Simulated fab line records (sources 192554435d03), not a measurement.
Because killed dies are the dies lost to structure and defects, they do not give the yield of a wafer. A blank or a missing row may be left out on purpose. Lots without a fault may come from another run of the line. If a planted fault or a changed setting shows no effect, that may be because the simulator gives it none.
Problem report, 8D (eight disciplines) form, completed by code -- flow n5 finfet -- the parts of the form that need people (team, actions taken, sign-off) are left out

1. THE ISSUE
Wafers without a fault read 3.0000, standard deviation 0.001; beam energy keV at N5_MOL_CONTACT_COAG_IMPLANT_129 reads a mean of 7.4154 on 9 wafers belonging to 3 lots. That is +99 or more standard deviations from the usual mean.
Earliest sighting: wafer L504.3 on implanter-02 at day 6 19:09. At this step, 27 wafers from 9 lots have a number in the record. Rule for "out", or "out of limits": more than 4 standard deviations from the usual mean. All remaining wafers that have a number are taken as sound.

2. WHAT IT IS AND WHAT IT IS NOT
question,is,is not
which readings at this step,"beam energy keV, end station pressure torr",-
which lots,"L504, L506, L508","L501, L502, L503, L517, L518, L519"
which wafers of those lots,all that have a number,-
read on which tools,implanter-02,implanter-01
when,from day 6 19:09,"up to then (9 sound wafers); but 9 sound wafers of L517, L518, L519 came after"

3. THE SUSPECTS, EACH WITH WHAT RULES IT OUT
Counting: any tool at a process step up to the reading is kept as a suspect provided that every lot that is out went through it and no sound lot did after the first of them.
- implanter-02 at N5_MOL_CONTACT_COAG_IMPLANT_129: ruled out as a lasting fault. Sound lots L517, L519 ran on it after its first lot that is out, L504 (day 6 19:09).
Left after counting: nothing in the record.

4. THE CAUSE (what the simulator had put in)
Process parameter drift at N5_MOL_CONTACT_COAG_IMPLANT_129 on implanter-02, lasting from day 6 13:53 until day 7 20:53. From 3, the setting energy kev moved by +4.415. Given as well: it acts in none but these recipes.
Counting ruled it out, wrongly.

5. SEQUENCE OF EFFECTS, ordered by route
One row per reading whose mean, taken over the struck wafers that have a number, lies over 3 standard deviations from the usual. Scope: only readings with a usual standard deviation given in the record; hours: median across lots of the time from each lot's start at the first step in this table that gives one to its start at this step; sigmas: change in usual standard deviations.
hours,step,reading,usual,on struck wafers,change,sigmas
0,N5_MOL_CONTACT_COAG_IMPLANT_129,beam energy keV,3.0000,7.4154,+4.4154,+99 or more
0,N5_MOL_CONTACT_COAG_IMPLANT_129,end station pressure torr,5.9e-06 Torr,1.1e-05,+5.5e-06,+17
Its process steps:
- N5_MOL_CONTACT_COAG_IMPLANT_129
Later measuring or inspecting steps at which every struck wafer that the step has a row for has a number for every such reading, and none has moved that far: N5_BEOL_M4_RC_MEAS_101.

6. HOW IT WOULD HAVE BEEN CAUGHT EARLIER
5 hours passed between the start of the fault at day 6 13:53 and the first reading out of limits in this record, taken at day 6 19:09.
